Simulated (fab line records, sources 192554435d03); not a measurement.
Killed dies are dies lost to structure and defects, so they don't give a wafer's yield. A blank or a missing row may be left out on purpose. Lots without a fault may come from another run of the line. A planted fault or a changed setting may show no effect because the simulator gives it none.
fab line records | flow n5_finfet
record lots=24 wafers=72 last_day=18
route steps=1938 shown BEOL_M6@1252 BEOL_M7@1325 BEOL_M8@1333
lots that met no fault: from a run of the same line without faults
start_h: hours from the record's first day to the start of the lot's first wafer shown | wait_h: hours since the lot's step before | " the same as in the row above | L1.1+2: a row that stands for several wafers | - no value, or no start given | * or withheld: withheld | < > ~ a bound
route shown NAME@n: a module of which the file shows steps, and the number in the route of the first | usual: mean/standard deviation of fault-free wafers | same: alike in all rows | chamber/n: place in a boat | sites: the reading at each site | _std_site: their standard deviation | _edge_site: outer sites' mean less inner sites' | radius_mm: how far each site lies from the wafer's centre | mask NAME#n: copy n | behind: the tool/chamber that last shaped the wafer | hold: why the lot was held/for how many hours/how that ended | device: the transistor (n, p or np) that didn't switch | end of line: the same wafers' tests at the end of the route | a step without rows: its recipe alone | killed: dies lost to structure and defects at the first sort, not the wafer's yield | map: a wafer's dies, x killed, . not, _ none there
set.NAME: the setting as run; set.NAME@STEP: as run at that earlier step | model.NAME: the simulator's own value behind a step, which no gauge read
steps of the route over a sample of lots; a table a step, a row a wafer
services: from which hour (start_h, from the record's first day; less than 0 if before it) a tool's chamber was out of use, for how many hours, and why
## steps
# step N5_BEOL_M6_SURFACE_TREAT_79
# recipe gas=Ar time_s=* ion_energy_ev=* ion_current_ma_cm2=0.5 pressure_mtorr=* ar_flow_sccm=30
# usual ar_flow_sccm=29.99/0.087 throttle_valve_pct=*
# columns lot.wafer tool chamber start_h wait_h ar_flow_sccm throttle_valve_pct
L074.1 pvd_sputter-01 - 189.13 0.2 30.15 *
L074.2 " - " " 30.08 *
L074.6 " - " " 30.17 *
L075.1 pvd_sputter-03 - 190.84 0.2 30.16 *
L075.4 " - " " 30.05 *
L075.5 " - " " 29.96 *
L076.1 pvd_sputter-01 - 195.42 0.2 30.04 *
L076.2 " - " " 29.90 *
L076.4 " - " " 29.96 *
L078.3 pvd_sputter-01 - 199.74 0.2 29.82 *
L078.5 " - " " 29.89 *
L078.6 " - " " 29.94 *
L077.2 pvd_sputter-01 - 201.30 0.2 30.12 *
L077.5 " - " " 30.06 *
L077.6 " - " " 30.01 *
L079.2 pvd_sputter-01 - 212.22 0.2 29.97 *
L079.4 " - " " 30.03 *
L079.5 " - " " 29.91 *
L080.3 pvd_sputter-01 - 224.52 0.2 30.11 *
L080.5 " - " " 30.17 *
L080.6 " - " " 29.97 *
L081.1 pvd_sputter-01 - 245.44 1.9 30.06 *
L081.3 " - " " 30.06 *
L081.5 " - " " 29.90 *
L084.2 pvd_sputter-02 - 246.20 0.2 30.08 *
L084.3 " - " " 29.98 *
L084.6 " - " " 30.03 *
L083.2 pvd_sputter-02 - 246.98 0.2 29.96 *
L083.5 " - " " 29.95 *
L083.6 " - " " 29.98 *
L082.1 pvd_sputter-01 - 247.44 0.2 29.96 *
L082.4 " - " " 29.87 *
L082.5 " - " " 30.00 *
L085.1 pvd_sputter-01 - 249.14 0.2 30.01 *
L085.5 " - " " 29.81 *
L085.6 " - " " 30.03 *
L087.1 pvd_sputter-03 - 249.19 0.2 29.91 *
L087.3 " - " " 29.96 *
L087.5 " - " " 29.83 *
L086.1 pvd_sputter-02 - 254.19 0.2 29.97 *
L086.2 " - " " 29.87 *
L086.3 " - " " 29.93 *
L089.1 pvd_sputter-01 - 282.02 0.2 29.97 *
L089.2 " - " " 30.00 *
L089.5 " - " " 30.08 *
L088.2 pvd_sputter-02 - 282.81 0.4 30.06 *
L088.3 " - " " 29.92 *
L088.5 " - " " 30.06 *
L090.3 pvd_sputter-02 - 285.64 0.2 30.03 *
L090.5 " - " " 29.93 *
L090.6 " - " " 29.92 *
L091.2 pvd_sputter-02 - 288.26 0.2 29.99 *
L091.4 " - " " 30.22 *
L091.5 " - " " 30.03 *
L092.2 pvd_sputter-01 - 288.74 0.2 30.03 *
L092.3 " - " " 29.93 *
L092.5 " - " " 30.14 *
L093.1 pvd_sputter-02 - 299.20 0.2 29.95 *
L093.3 " - " " 29.92 *
L093.6 " - " " 30.00 *
L095.3 pvd_sputter-03 - 306.76 0.2 29.92 *
L095.4 " - " " 29.91 *
L095.5 " - " " 29.96 *
L094.2 pvd_sputter-03 - 314.70 0.9 29.86 *
L094.3 " - " " 30.04 *
L094.5 " - " " 30.10 *
L097.1 pvd_sputter-02 - 324.43 0.4 30.01 *
L097.2 " - " " 29.97 *
L097.3 " - " " 29.79 *
L096.3 pvd_sputter-02 - 340.33 0.2 29.93 *
L096.4 " - " " 29.93 *
L096.5 " - " " 29.95 *
# step N5_BEOL_M7_ANNEAL_51
# recipe temp_c=225 time_s=90 ambient=N2
# usual wafer_temp_C_max=226.0/0.33
# columns lot.wafer tool chamber start_h wait_h wafer_temp_C_max
L074.1 rtp_anneal-01 0 195.61 0.1 226.1
L074.2 " 0 " " 226.3
L074.6 " 0 " " 226.1
L075.1 rtp_anneal-01 0 201.73 1.1 226.7
L075.4 " 0 " " 226.5
L075.5 " 0 " " 226.6
L076.1 rtp_anneal-01 0 204.20 0.1 226.1
L076.2 " 0 " " 226.4
L076.4 " 0 " " 225.9
L078.3 rtp_anneal-01 0 205.66 0.1 226.1
L078.5 " 0 " " 225.9
L078.6 " 0 " " 226.5
L077.2 rtp_anneal-01 0 209.91 0.9 226.3
L077.5 " 0 " " 226.0
L077.6 " 0 " " 226.3
L079.2 rtp_anneal-02 0 220.90 0.3 225.4
L079.4 " 0 " " 225.3
L079.5 " 0 " " 225.9
L080.3 rtp_anneal-02 0 238.83 1.4 225.6
L080.5 " 0 " " 225.7
L080.6 " 0 " " 225.5
L083.2 rtp_anneal-02 0 253.38 0.1 225.9
L083.5 " 0 " " 225.4
L083.6 " 0 " " 225.7
L081.1 rtp_anneal-01 0 253.63 0.3 226.2
L081.3 " 0 " " 226.5
L081.5 " 0 " " 226.2
L084.2 rtp_anneal-02 0 254.10 0.4 225.9
L084.3 " 0 " " 225.8
L084.6 " 0 " " 225.6
L082.1 rtp_anneal-01 0 255.83 0.1 226.2
L082.4 " 0 " " 226.1
L082.5 " 0 " " 226.3
L085.1 rtp_anneal-01 0 257.47 0.1 226.0
L085.5 " 0 " " 226.5
L085.6 " 0 " " 226.3
L087.1 rtp_anneal-02 0 257.70 0.2 226.0
L087.3 " 0 " " 225.7
L087.5 " 0 " " 226.1
L086.1 rtp_anneal-02 0 261.89 0.1 225.6
L086.2 " 0 " " 225.6
L086.3 " 0 " " 226.0
L089.1 rtp_anneal-01 0 289.37 0.5 226.5
L089.2 " 0 " " 226.1
L089.5 " 0 " " 226.4
L088.2 rtp_anneal-01 0 292.10 0.1 225.9
L088.3 " 0 " " 225.8
L088.5 " 0 " " 226.7
L090.3 rtp_anneal-01 0 293.12 0.1 226.3
L090.5 " 0 " " 225.9
L090.6 " 0 " " 226.0
L092.2 rtp_anneal-02 0 299.94 1.2 225.7
L092.3 " 0 " " 225.7
L092.5 " 0 " " 225.6
L091.2 rtp_anneal-02 0 300.21 1.3 225.7
L091.4 " 0 " " 226.0
L091.5 " 0 " " 225.7
L093.1 rtp_anneal-01 0 310.69 0.1 226.6
L093.3 " 0 " " 226.3
L093.6 " 0 " " 225.7
L095.3 rtp_anneal-02 0 319.03 0.1 226.0
L095.4 " 0 " " 225.5
L095.5 " 0 " " 225.7
L094.2 rtp_anneal-01 0 324.99 0.1 226.1
L094.3 " 0 " " 225.9
L094.5 " 0 " " 226.5
L097.1 rtp_anneal-01 0 330.89 0.3 226.8
L097.2 " 0 " " 226.1
L097.3 " 0 " " 226.1
L096.3 rtp_anneal-01 0 348.76 0.2 226.1
L096.4 " 0 " " 225.6
L096.5 " 0 " " 225.9
# step N5_BEOL_M8_CURE_74
# recipe temp_c=385 time_s=240 ambient=He/Ar material=SiCOH_lowk
# usual lamp_power_pct=52.31/0.051 wafer_temp_C_max=386.7/0.56
# columns lot.wafer tool chamber start_h wait_h lamp_power_pct wafer_temp_C_max
L074.1 uv_cure-03 1 196.46 0.0 52.23 386.5
L074.2 " 1 " " 52.39 386.7
L074.6 " 1 " " 52.25 388.0
L075.1 uv_cure-03 2 202.58 0.0 52.28 386.5
L075.4 " 2 " " 52.27 386.7
L075.5 " 2 " " 52.35 387.4
L076.1 uv_cure-01 2 205.07 0.0 52.30 387.3
L076.2 " 2 " " 52.24 387.4
L076.4 " 2 " " 52.17 386.9
L078.3 uv_cure-02 2 206.74 0.4 52.38 386.8
L078.5 " 2 " " 52.29 385.9
L078.6 " 2 " " 52.30 386.4
L077.2 uv_cure-03 0 210.85 0.1 52.35 385.7
L077.5 " 0 " " 52.32 386.0
L077.6 " 0 " " 52.24 386.4
L079.2 uv_cure-03 1 221.85 0.1 52.32 386.8
L079.4 " 1 " " 52.36 387.3
L079.5 " 1 " " 52.26 386.9
L080.3 uv_cure-01 0 239.75 0.2 52.35 386.7
L080.5 " 0 " " 52.32 386.0
L080.6 " 0 " " 52.41 385.7
L083.2 uv_cure-01 1 254.27 0.1 52.34 386.6
L083.5 " 1 " " 52.33 386.8
L083.6 " 1 " " 52.23 388.1
L081.1 uv_cure-03 1 254.47 0.0 52.33 387.8
L081.3 " 1 " " 52.27 387.3
L081.5 " 1 " " 52.23 387.1
L084.2 uv_cure-01 1 254.99 0.1 52.33 386.6
L084.3 " 1 " " 52.29 386.6
L084.6 " 1 " " 52.29 386.3
L082.1 uv_cure-01 0 256.69 0.0 52.37 385.8
L082.4 " 0 " " 52.27 386.1
L082.5 " 0 " " 52.43 386.3
L085.1 uv_cure-03 0 258.33 0.0 52.29 386.2
L085.5 " 0 " " 52.36 386.5
L085.6 " 0 " " 52.38 386.7
L087.1 uv_cure-02 1 258.56 0.0 52.33 387.5
L087.3 " 1 " " 52.31 387.3
L087.5 " 1 " " 52.31 387.3
L086.1 uv_cure-01 2 263.22 0.5 52.33 386.5
L086.2 " 2 " " 52.31 387.4
L086.3 " 2 " " 52.25 386.0
L089.1 uv_cure-03 0 290.22 0.0 52.28 386.2
L089.2 " 0 " " 52.25 386.3
L089.5 " 0 " " 52.29 386.3
L088.2 uv_cure-01 2 292.98 0.1 52.34 387.5
L088.3 " 2 " " 52.33 387.2
L088.5 " 2 " " 52.34 387.8
L090.3 uv_cure-02 2 294.05 0.2 52.35 386.3
L090.5 " 2 " " 52.29 386.0
L090.6 " 2 " " 52.30 385.8
L092.2 uv_cure-01 2 300.82 0.1 52.20 386.6
L092.3 " 2 " " 52.37 386.8
L092.5 " 2 " " 52.25 387.6
L091.2 uv_cure-02 2 301.09 0.1 52.29 386.1
L091.4 " 2 " " 52.23 386.5
L091.5 " 2 " " 52.33 386.1
L093.1 uv_cure-02 1 311.57 0.0 52.29 387.1
L093.3 " 1 " " 52.34 387.2
L093.6 " 1 " " 52.35 386.9
L095.3 uv_cure-02 1 320.17 0.4 52.26 386.8
L095.4 " 1 " " 52.31 387.4
L095.5 " 1 " " 52.38 387.4
L094.2 uv_cure-03 0 326.02 0.1 52.37 386.8
L094.3 " 0 " " 52.39 387.0
L094.5 " 0 " " 52.37 387.7
L097.1 uv_cure-02 2 331.77 0.0 52.24 386.5
L097.2 " 2 " " 52.34 386.5
L097.3 " 2 " " 52.32 385.8
L096.3 uv_cure-02 0 350.03 0.4 52.39 387.3
L096.4 " 0 " " 52.36 386.9
L096.5 " 0 " " 52.32 386.5
# step N5_BEOL_M8_THK_MEAS_01
# recipe reads=SiCOH_lowk_of_BEOL_M8_ILD_DEP_00
# usual M8_ILD_THK=155.0/1.8
# columns lot.wafer tool chamber start_h wait_h M8_ILD_THK[nm]
L074.1 film_metro-02 - 196.97 0.4 153.0
L074.2 " - " " 152.2
L074.6 " - " " 155.7
L075.1 film_metro-01 - 203.10 0.4 153.1
L075.4 " - " " 155.9
L075.5 " - " " 156.6
L076.1 film_metro-02 - 205.58 0.4 152.9
L076.2 " - " " 154.9
L076.4 " - " " 156.0
L078.3 film_metro-02 - 207.41 0.5 154.0
L078.5 " - " " 157.2
L078.6 " - " " 156.1
L077.2 film_metro-01 - 211.28 0.4 154.5
L077.5 " - " " 158.9
L077.6 " - " " 156.7
L079.2 film_metro-01 - 222.29 0.4 154.0
L079.4 " - " " 157.0
L079.5 " - " " 156.2
L080.3 film_metro-01 - 240.10 0.3 153.1
L080.5 " - " " 156.9
L080.6 " - " " 152.3
L083.2 film_metro-01 - 254.70 0.4 153.8
L083.5 " - " " 155.8
L083.6 " - " " 155.4
L081.1 film_metro-02 - 254.99 0.4 151.4
L081.3 " - " " 153.4
L081.5 " - " " 154.2
L084.2 film_metro-02 - 255.42 0.4 153.8
L084.3 " - " " 153.7
L084.6 " - " " 155.1
L082.1 film_metro-01 - 257.20 0.4 151.3
L082.4 " - " " 155.6
L082.5 " - " " 156.9
L085.1 film_metro-01 - 258.85 0.4 155.0
L085.5 " - " " 157.4
L085.6 " - " " 157.5
L087.1 film_metro-01 - 259.07 0.4 153.7
L087.3 " - " " 150.4
L087.5 " - " " 154.5
L086.1 film_metro-01 - 263.73 0.4 153.5
L086.2 " - " " 153.1
L086.3 " - " " 153.8
L089.1 film_metro-01 - 290.73 0.4 155.6
L089.2 " - " " 152.1
L089.5 " - " " 157.5
L088.2 film_metro-02 - 293.41 0.4 154.5
L088.3 " - " " 155.3
L088.5 " - " " 155.6
L090.3 film_metro-01 - 294.41 0.3 154.7
L090.5 " - " " 157.4
L090.6 " - " " 157.6
L092.2 film_metro-01 - 301.25 0.4 153.8
L092.3 " - " " 154.3
L092.5 " - " " 154.5
L091.2 film_metro-01 - 301.53 0.4 154.4
L091.4 " - " " 155.4
L091.5 " - " " 154.8
L093.1 film_metro-01 - 312.09 0.4 153.3
L093.3 " - " " 153.5
L093.6 " - " " 155.9
L095.3 film_metro-02 - 320.84 0.5 155.7
L095.4 " - " " 156.6
L095.5 " - " " 154.8
L094.2 film_metro-02 - 326.46 0.4 154.3
L094.3 " - " " 152.6
L094.5 " - " " 155.8
L097.1 film_metro-02 - 332.28 0.4 156.6
L097.2 " - " " 154.2
L097.3 " - " " 157.0
L096.3 film_metro-01 - 350.39 0.3 153.0
L096.4 " - " " 157.8
L096.5 " - " " 155.5
# step N5_BEOL_M8_ETCH_62
# recipe chemistry=N2/H2 target=SOC target_depth_a=1100 overetch_a=220 mask_material=SiARC temp_c=40 time_s=165 ion_energy_ev=200 pressure_mtorr=30 source_w=840 bias_w=150 n2_flow_sccm=200 h2_flow_sccm=200
# usual drypump_motor_current_A=5.8/0.37 oes_product_au=0.69/0.069 rf_vpp_V=522.5/2 showerhead_plenum_p_Torr=2.49/0.063 throttle_valve_pct=17.82/0.29
# columns lot.wafer tool chamber start_h wait_h drypump_motor_current_A oes_product_au rf_hours_counter_h rf_vpp_V showerhead_plenum_p_Torr throttle_valve_pct
L074.1 rie_diel-05 1 199.53 0.0 5.1 0.78 28 523.0 2.50 17.71
L074.2 " 3 " " 5.7 0.60 225 523.2 2.50 17.88
L074.6 " 1 " " 5.1 0.78 - 522.4 2.50 17.70
L075.1 rie_diel-02 0 204.97 0.0 5.9 0.61 223 521.3 2.40 18.07
L075.4 " 1 " " 5.0 0.61 192 519.5 2.43 17.84
L075.5 " 2 " " 6.2 0.64 - 525.6 2.63 18.25
L076.1 rie_diel-06 3 206.74 0.0 6.2 0.64 171 521.6 2.43 17.90
L076.2 " 2 " " 5.9 0.78 22 522.9 2.48 17.30
L076.4 " 0 " " 5.8 0.77 31 523.4 2.48 17.67
L078.3 rie_diel-06 0 208.75 0.0 5.8 0.77 32 522.5 2.48 17.68
L078.5 " 3 " " 6.2 0.64 - 519.9 2.43 17.90
L078.6 " 2 " " 5.9 0.78 - 522.8 2.48 17.31
L077.2 rie_diel-05 3 212.68 0.0 5.8 0.60 230 523.4 2.50 17.91
L077.5 " 3 " " 5.7 0.60 - 523.0 2.50 17.88
L077.6 " 2 " " 6.2 0.77 - 526.6 2.60 17.76
L079.2 rie_diel-05 3 224.40 0.0 5.8 0.60 235 523.9 2.50 17.90
L079.4 " 0 " " 5.6 0.70 77 522.0 2.47 17.68
L079.5 " 2 " " 6.2 0.76 - 526.6 2.59 17.77
L080.3 rie_diel-06 3 243.10 0.0 6.2 0.63 184 520.0 2.43 17.92
L080.5 " 2 " " 5.9 0.76 - 523.0 2.48 17.31
L080.6 " 1 " " 6.0 0.61 - 523.7 2.54 18.23
L083.2 rie_diel-05 1 255.65 0.0 5.1 0.75 50 522.4 2.49 17.74
L083.5 " 3 " " 5.7 0.59 - 523.7 2.49 17.90
L083.6 " 2 " " 6.2 0.73 - 524.3 2.59 17.79
L081.1 rie_diel-02 1 255.79 0.0 5.0 0.60 211 518.0 2.42 17.86
L081.3 " 2 " " 6.2 0.63 210 525.4 2.62 18.30
L081.5 " 1 " " 5.0 0.60 - 520.9 2.42 17.87
L084.2 rie_diel-06 3 256.19 0.0 6.2 0.63 189 520.2 2.43 17.91
L084.3 " 2 " " 5.9 0.76 40 520.7 2.47 17.32
L084.6 " 0 " " 5.8 0.74 - 519.9 2.48 17.73
L082.1 rie_diel-06 2 258.49 0.0 5.9 0.76 41 522.9 2.47 17.34
L082.4 " 2 " " 5.9 0.76 - 522.0 2.47 17.33
L082.5 " 0 " " 5.7 0.74 - 522.2 2.48 17.71
L085.1 rie_diel-06 1 261.37 0.0 6.0 0.61 194 522.6 2.53 18.25
L085.5 " 1 " " 6.0 0.61 - 524.0 2.53 18.23
L085.6 " 0 " " 5.8 0.74 - 522.2 2.48 17.72
L087.1 rie_diel-06 0 261.62 0.0 5.8 0.74 51 521.5 2.48 17.72
L087.3 " 2 " " 5.9 0.76 42 521.9 2.47 17.33
L087.5 " 2 " " 5.9 0.75 - 521.7 2.47 17.32
L086.1 rie_diel-05 0 264.58 0.0 5.6 0.70 87 521.2 2.47 17.68
L086.2 " 2 " " 6.2 0.74 38 525.6 2.59 17.80
L086.3 " 1 " " 5.1 0.75 55 522.2 2.49 17.73
L089.1 rie_diel-06 2 292.07 0.0 5.9 0.74 54 522.1 2.47 17.36
L089.2 " 0 " " 5.8 0.73 59 523.0 2.47 17.74
L089.5 " 1 " " 6.0 0.60 - 523.4 2.53 18.27
L088.2 rie_diel-05 2 295.91 0.0 6.3 0.72 52 525.5 2.58 17.82
L088.3 " 1 " " 5.1 0.73 68 521.1 2.48 17.75
L088.5 " 2 " " 6.3 0.72 - 526.7 2.58 17.84
L090.3 rie_diel-06 3 296.26 0.0 6.2 0.62 204 521.5 2.42 17.96
L090.5 " 1 " " 6.0 0.61 - 523.7 2.53 18.28
L090.6 " 0 " " 5.8 0.73 - 521.3 2.47 17.73
L092.2 rie_diel-02 1 302.95 0.0 5.0 0.59 229 518.3 2.41 17.91
L092.3 " 2 " " 6.2 0.61 229 525.2 2.62 18.33
L092.5 " 2 " " 6.2 0.61 - 526.3 2.61 18.31
L091.2 rie_diel-06 2 303.18 0.0 5.9 0.73 57 522.0 2.47 17.35
L091.4 " 1 " " 6.0 0.60 209 523.1 2.53 18.27
L091.5 " 2 " " 5.9 0.74 - 520.6 2.47 17.35
L093.1 rie_diel-05 3 313.60 0.0 5.8 0.79 11 521.2 2.49 17.53
L093.3 " 0 " " 5.7 0.67 107 521.5 2.46 17.76
L093.6 " 2 " " 6.2 0.71 - 523.3 2.58 17.83
L095.3 rie_diel-05 0 324.36 0.0 5.6 0.67 110 522.6 2.46 17.74
L095.4 " 2 " " 6.2 0.71 62 524.5 2.58 17.83
L095.5 " 1 " " 5.1 0.72 - 521.7 2.48 17.77
L094.2 rie_diel-02 0 327.28 0.0 5.9 0.82 3 527.3 2.71 17.64
L094.3 " 1 " " 5.0 0.58 238 520.6 2.41 17.93
L094.5 " 0 " " 5.9 0.82 - 529.3 2.71 17.64
L097.1 rie_diel-05 2 334.68 0.0 6.3 0.70 65 525.3 2.57 17.84
L097.2 " 3 " " 5.7 0.78 19 523.0 2.48 17.55
L097.3 " 1 " " 5.1 0.71 82 521.8 2.48 17.77
L096.3 rie_diel-06 3 352.60 0.0 6.2 0.61 225 520.6 2.41 18.00
L096.4 " 3 " " 6.2 0.61 - 521.1 2.41 18.01
L096.5 " 0 " " 5.8 0.71 - 521.8 2.46 17.78
# step N5_BEOL_M8_STRIP_67
# recipe chemistry=CF4 resist=SiARC power_w=300 bias_power_w=75 pressure_mtorr=50 cf4_flow_sccm=150 rf_frequency_hz=6e+07
# usual drypump_motor_current_A=5.8/0.37 oes_product_au=0.81/0.082 rf_vpp_V=270.5/1.3 showerhead_plenum_p_Torr=1.76/0.041 throttle_valve_pct=13.57/0.28
# columns lot.wafer tool chamber start_h wait_h drypump_motor_current_A oes_product_au rf_hours_counter_h rf_vpp_V showerhead_plenum_p_Torr throttle_valve_pct
L074.1 rie_diel-05 1 199.68 0.0 5.1 0.92 28 269.8 1.75 13.25
L074.2 " 3 " " 5.8 0.71 225 271.7 1.78 13.79
L074.6 " 1 " " 5.1 0.91 - 269.7 1.75 13.24
L075.1 rie_diel-02 0 205.12 0.0 5.9 0.71 223 270.0 1.70 13.81
L075.4 " 1 " " 5.0 0.72 192 269.0 1.72 13.67
L075.5 " 2 " " 6.2 0.74 - 270.8 1.85 14.01
L076.1 rie_diel-06 3 206.89 0.0 6.2 0.76 171 269.4 1.72 13.68
L076.2 " 2 " " 5.9 0.93 22 270.5 1.76 13.12
L076.4 " 0 " " 5.8 0.91 31 270.0 1.76 13.45
L078.3 rie_diel-06 0 208.89 0.0 5.8 0.90 32 270.2 1.76 13.46
L078.5 " 3 " " 6.2 0.75 - 270.8 1.72 13.66
L078.6 " 2 " " 5.9 0.93 - 270.8 1.76 13.13
L077.2 rie_diel-05 3 212.83 0.0 5.7 0.70 230 272.6 1.77 13.76
L077.5 " 3 " " 5.7 0.71 - 271.0 1.77 13.79
L077.6 " 2 " " 6.2 0.90 - 271.2 1.83 13.47
L079.2 rie_diel-05 3 224.55 0.0 5.7 0.71 235 271.9 1.77 13.78
L079.4 " 0 " " 5.6 0.83 77 269.8 1.74 13.44
L079.5 " 2 " " 6.2 0.90 - 272.4 1.83 13.49
L080.3 rie_diel-06 3 243.24 0.0 6.2 0.75 184 268.7 1.72 13.73
L080.5 " 2 " " 5.9 0.90 - 270.9 1.76 13.15
L080.6 " 1 " " 6.0 0.73 - 272.4 1.78 13.85
L083.2 rie_diel-05 1 255.80 0.0 5.1 0.88 50 269.5 1.74 13.31
L083.5 " 3 " " 5.7 0.69 - 269.1 1.77 13.82
L083.6 " 2 " " 6.2 0.88 - 271.5 1.83 13.51
L081.1 rie_diel-02 1 255.93 0.0 5.0 0.71 211 269.0 1.71 13.67
L081.3 " 2 " " 6.2 0.74 210 272.6 1.85 14.06
L081.5 " 1 " " 5.0 0.71 - 268.2 1.71 13.70
L084.2 rie_diel-06 3 256.34 0.0 6.2 0.73 189 269.9 1.72 13.71
L084.3 " 2 " " 5.9 0.90 40 268.4 1.76 13.17
L084.6 " 0 " " 5.8 0.88 - 272.1 1.76 13.50
L082.1 rie_diel-06 2 258.63 0.0 5.9 0.90 41 269.3 1.76 13.17
L082.4 " 2 " " 5.9 0.88 - 270.3 1.76 13.16
L082.5 " 0 " " 5.8 0.88 - 270.4 1.76 13.51
L085.1 rie_diel-06 1 261.51 0.0 5.9 0.72 194 271.0 1.78 13.85
L085.5 " 1 " " 6.0 0.73 - 271.3 1.78 13.83
L085.6 " 0 " " 5.8 0.87 - 270.2 1.76 13.50
L087.1 rie_diel-06 0 261.77 0.0 5.8 0.88 51 270.6 1.76 13.50
L087.3 " 2 " " 5.9 0.89 42 270.0 1.76 13.16
L087.5 " 2 " " 5.9 0.89 - 269.6 1.76 13.18
L086.1 rie_diel-05 0 264.73 0.0 5.7 0.82 87 270.9 1.74 13.46
L086.2 " 2 " " 6.2 0.86 38 270.5 1.82 13.51
L086.3 " 1 " " 5.1 0.88 55 269.5 1.74 13.31
L089.1 rie_diel-06 2 292.22 0.0 5.9 0.88 54 271.7 1.75 13.22
L089.2 " 0 " " 5.8 0.86 60 268.7 1.76 13.51
L089.5 " 1 " " 6.0 0.72 - 271.8 1.78 13.88
L088.2 rie_diel-05 2 296.06 0.0 6.2 0.85 52 271.2 1.82 13.55
L088.3 " 1 " " 5.1 0.86 68 271.3 1.74 13.34
L088.5 " 2 " " 6.2 0.85 - 271.8 1.82 13.56
L090.3 rie_diel-06 3 296.40 0.0 6.2 0.73 204 271.4 1.71 13.77
L090.5 " 1 " " 6.0 0.71 - 269.0 1.78 13.89
L090.6 " 0 " " 5.8 0.87 - 271.1 1.76 13.53
L092.2 rie_diel-02 1 303.09 0.0 5.0 0.70 229 270.6 1.71 13.73
L092.3 " 2 " " 6.1 0.72 229 272.7 1.84 14.11
L092.5 " 2 " " 6.2 0.72 - 272.5 1.84 14.12
L091.2 rie_diel-06 2 303.32 0.0 5.9 0.87 57 269.7 1.75 13.20
L091.4 " 1 " " 6.0 0.72 209 270.2 1.78 13.89
L091.5 " 2 " " 5.9 0.87 - 270.1 1.75 13.21
L093.1 rie_diel-05 3 313.74 0.0 5.8 0.94 11 271.1 1.77 13.29
L093.3 " 0 " " 5.6 0.80 107 269.8 1.74 13.52
L093.6 " 2 " " 6.2 0.84 - 270.8 1.82 13.55
L095.3 rie_diel-05 0 324.50 0.0 5.6 0.79 110 270.3 1.74 13.50
L095.4 " 2 " " 6.2 0.83 62 270.9 1.82 13.60
L095.5 " 1 " " 5.1 0.85 - 271.6 1.74 13.37
L094.2 rie_diel-02 0 327.43 0.0 5.9 0.97 3 275.4 1.90 13.29
L094.3 " 1 " " 5.0 0.70 238 269.2 1.71 13.75
L094.5 " 0 " " 5.9 0.97 - 274.0 1.90 13.28
L097.1 rie_diel-05 2 334.82 0.0 6.2 0.82 65 271.7 1.82 13.60
L097.2 " 3 " " 5.7 0.92 19 269.2 1.76 13.30
L097.3 " 1 " " 5.1 0.84 82 270.0 1.73 13.37
L096.3 rie_diel-06 3 352.75 0.0 6.2 0.72 225 267.7 1.71 13.81
L096.4 " 3 " " 6.1 0.72 - 267.6 1.71 13.82
L096.5 " 0 " " 5.8 0.84 - 270.8 1.75 13.57
## services
# columns tool chamber start_h hours kind
rie_diel-02 2 180.54 3.9 repair
rie_diel-05 3 185.11 4.9 repair
uv_cure-01 - 191.32 7.5 pm
rie_diel-06 2 209.85 1.5 repair
pvd_sputter-02 - 222.72 1.7 repair
uv_cure-03 - 232.22 7.5 pm
rie_diel-02 - 243.77 0.4 repair
rie_diel-05 0 246.43 14.1 repair
rie_diel-06 1 249.84 9.5 repair
uv_cure-03 - 259.64 14.6 pm
rie_diel-05 3 260.62 - clean
rie_diel-05 3 260.62 - consumable_replace:focus_ring
rie_diel-05 3 260.62 24.3 scheduled_down
rie_diel-05 3 260.62 24.3 vent_cycle
uv_cure-01 - 269.13 2.1 pm
rie_diel-06 0 274.73 1.6 repair
rie_diel-06 0 276.83 7.2 repair
rie_diel-02 0 286.55 12.4 repair
rtp_anneal-01 - 295.09 4.3 pm
rie_diel-02 - 320.74 3.6 repair
rie_diel-02 3 326.28 - clean
rie_diel-02 2 328.81 3.2 repair
uv_cure-03 - 345.99 6.0 repair
rie_diel-06 1 352.27 2.4 repair
## key
fault none
